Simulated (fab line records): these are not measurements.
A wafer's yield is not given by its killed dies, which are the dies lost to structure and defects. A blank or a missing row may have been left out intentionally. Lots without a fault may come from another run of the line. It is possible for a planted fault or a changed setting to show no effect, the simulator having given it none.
Chamber matching	flow n5-finfet	N5_BEOL_M15_DEP_53 on pecvd-03 has 3 sister chambers
The step deposits SiCN from 3MS/NH3, target thk 50 nm, time 17.8 s. 3 wafers are shown with their chamber, then 12 later ones without.

## WAFERS WITH THEIR CHAMBER
wafer	chamber	throttle-valve-pct (%)
L085.4	0	18.0
L085.5	2	17.6
L085.6	1	18.9

## WAFERS WHOSE CHAMBER IS MISSING
wafer	throttle-valve-pct (%)
L086.3	17.5
L086.4	18.6
L086.5	17.9
L090.2	17.8
L090.3	18.1
L090.4	18.4
L091.3	18.4
L091.5	17.6
L091.6	18.7
L094.1	18.5
L094.5	18.1
L094.6	18.0

## CHAMBER TAKEN BY EACH
wafer	from the rows above	in truth
L086.3	can't be placed: 2 or 0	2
L086.4	can't be placed: 1 or 0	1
L086.5	can't be placed: 0 or 2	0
L090.2	can't be placed: 0 or 2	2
L090.3	can't be placed: 0 or 2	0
L090.4	can't be placed: 0 or 1 or 2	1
L091.3	can't be placed: 0 or 1 or 2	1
L091.5	can't be placed: 2 or 0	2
L091.6	1	1
L094.1	can't be placed: 1 or 0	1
L094.5	can't be placed: 0 or 2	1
L094.6	can't be placed: 0 or 2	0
Correct placement for 1 of the 12. These rows do not allow placing 11 (true chamber among the candidates in 10). Wrongly placed: 0.
How it was worked out, from the rows above alone: a wafer's distance from a chamber is the root of the sum, over the readings, of the square of ((its reading less the chamber's mean) divided by the reading's scatter). The wafer belongs to the nearest chamber; if the next one is less than 2 further off, it can't be placed. For every chamber, the mean is computed from those of its wafers that are shown. The scatter (one wafer shown for each chamber): square how far every hidden wafer sits from the nearest shown wafer, average those squares and take the square root.
